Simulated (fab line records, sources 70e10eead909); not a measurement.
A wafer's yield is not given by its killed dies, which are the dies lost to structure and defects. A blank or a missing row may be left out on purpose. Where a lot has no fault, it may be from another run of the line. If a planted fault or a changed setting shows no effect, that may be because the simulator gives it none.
Chamber matching :: flow nandHarc :: rieDiel-01 running NHARC_A_BLC_STRIP_21: 4 sister chambers
The step strips in O2. 18 wafers are shown with their chamber, then 9 later ones without.

WAFERS PAIRED WITH THEIR CHAMBERS
wafer: L075.2
chamber: 3
showerheadPlenumPTorr (Torr): 3.72
drypumpMotorCurrentA (A): 5.43
oesProductAu (a.u.): 0.995

wafer: L075.3
chamber: 0
showerheadPlenumPTorr (Torr): 3.47
drypumpMotorCurrentA (A): 5.90
oesProductAu (a.u.): 1.018

wafer: L075.4
chamber: 1
showerheadPlenumPTorr (Torr): 3.73
drypumpMotorCurrentA (A): 6.13
oesProductAu (a.u.): 0.995

wafer: L082.3
chamber: 1
showerheadPlenumPTorr (Torr): 3.73
drypumpMotorCurrentA (A): 6.14
oesProductAu (a.u.): 0.994

wafer: L082.5
chamber: 3
showerheadPlenumPTorr (Torr): 3.72
drypumpMotorCurrentA (A): 5.46
oesProductAu (a.u.): 1.000

wafer: L082.6
chamber: 0
showerheadPlenumPTorr (Torr): 3.46
drypumpMotorCurrentA (A): 5.92
oesProductAu (a.u.): 1.014

wafer: L083.2
chamber: 1
showerheadPlenumPTorr (Torr): 3.73
drypumpMotorCurrentA (A): 6.09
oesProductAu (a.u.): 0.991

wafer: L083.3
chamber: 3
showerheadPlenumPTorr (Torr): 3.71
drypumpMotorCurrentA (A): 5.49
oesProductAu (a.u.): 1.000

wafer: L083.4
chamber: 0
showerheadPlenumPTorr (Torr): 3.46
drypumpMotorCurrentA (A): 5.88
oesProductAu (a.u.): 1.012

wafer: L083.1
chamber: 2
showerheadPlenumPTorr (Torr): 3.34
drypumpMotorCurrentA (A): 5.14
oesProductAu (a.u.): 0.985

wafer: L083.5
chamber: 1
showerheadPlenumPTorr (Torr): 3.73
drypumpMotorCurrentA (A): 6.10
oesProductAu (a.u.): 0.997

wafer: L083.6
chamber: 2
showerheadPlenumPTorr (Torr): 3.34
drypumpMotorCurrentA (A): 5.16
oesProductAu (a.u.): 0.982

wafer: L086.1
chamber: 1
showerheadPlenumPTorr (Torr): 3.73
drypumpMotorCurrentA (A): 6.12
oesProductAu (a.u.): 0.997

wafer: L086.2
chamber: 3
showerheadPlenumPTorr (Torr): 3.71
drypumpMotorCurrentA (A): 5.46
oesProductAu (a.u.): 0.998

wafer: L086.4
chamber: 2
showerheadPlenumPTorr (Torr): 3.34
drypumpMotorCurrentA (A): 5.16
oesProductAu (a.u.): 0.985

wafer: L087.1
chamber: 3
showerheadPlenumPTorr (Torr): 3.71
drypumpMotorCurrentA (A): 5.44
oesProductAu (a.u.): 0.994

wafer: L087.4
chamber: 1
showerheadPlenumPTorr (Torr): 3.73
drypumpMotorCurrentA (A): 6.14
oesProductAu (a.u.): 0.998

wafer: L087.5
chamber: 1
showerheadPlenumPTorr (Torr): 3.73
drypumpMotorCurrentA (A): 6.13
oesProductAu (a.u.): 0.999

SIGNATURES (averages over the wafers above)
reading: showerheadPlenumPTorr
chamber 0: 3.4633
chamber 1: 3.7300
chamber 2: 3.3400
chamber 3: 3.7140
scatter within a chamber: 0.00365

reading: drypumpMotorCurrentA
chamber 0: 5.9000
chamber 1: 6.1214
chamber 2: 5.1533
chamber 3: 5.4560
scatter within a chamber: 0.0198

reading: oesProductAu
chamber 0: 1.01467
chamber 1: 0.99586
chamber 2: 0.98400
chamber 3: 0.99740
scatter within a chamber: 0.00268
Rule: distance of a wafer from a chamber = root of the sum over the readings of ((wafer's reading minus chamber's mean) / reading's scatter) squared. If the next closest chamber is less than 2 further off than the closest, the wafer can't be placed; otherwise it belongs to the closest. How the scatter is found: for the shown wafers, subtract from each reading the mean of its chamber, square and add these, divide the total by (wafers less chambers), then take the root.

WAFERS WHOSE CHAMBER IS MISSING
wafer: L089.3
showerheadPlenumPTorr (Torr): 3.34
drypumpMotorCurrentA (A): 5.15
oesProductAu (a.u.): 0.991

wafer: L089.4
showerheadPlenumPTorr (Torr): 3.71
drypumpMotorCurrentA (A): 5.48
oesProductAu (a.u.): 0.997

wafer: L089.5
showerheadPlenumPTorr (Torr): 3.46
drypumpMotorCurrentA (A): 5.92
oesProductAu (a.u.): 1.025

wafer: L092.1
showerheadPlenumPTorr (Torr): 3.71
drypumpMotorCurrentA (A): 5.45
oesProductAu (a.u.): 0.991

wafer: L092.2
showerheadPlenumPTorr (Torr): 3.34
drypumpMotorCurrentA (A): 5.15
oesProductAu (a.u.): 1.006

wafer: L092.5
showerheadPlenumPTorr (Torr): 3.73
drypumpMotorCurrentA (A): 6.09
oesProductAu (a.u.): 0.999

wafer: L095.1
showerheadPlenumPTorr (Torr): 3.71
drypumpMotorCurrentA (A): 5.47
oesProductAu (a.u.): 1.001

wafer: L095.2
showerheadPlenumPTorr (Torr): 3.46
drypumpMotorCurrentA (A): 5.89
oesProductAu (a.u.): 1.010

wafer: L095.4
showerheadPlenumPTorr (Torr): 3.73
drypumpMotorCurrentA (A): 6.13
oesProductAu (a.u.): 0.984

WHICH CHAMBER EACH WENT THROUGH
wafer: L089.3
from the rows above: 2
in truth: 2

wafer: L089.4
from the rows above: 3
in truth: 3

wafer: L089.5
from the rows above: 0
in truth: 0

wafer: L092.1
from the rows above: 3
in truth: 3

wafer: L092.2
from the rows above: 2
in truth: 2

wafer: L092.5
from the rows above: 1
in truth: 1

wafer: L095.1
from the rows above: 3
in truth: 3

wafer: L095.2
from the rows above: 0
in truth: 0

wafer: L095.4
from the rows above: 1
in truth: 1
Correct placement for 9 of the 9. Left unplaced by these rows: 0. 0 placed wrongly.
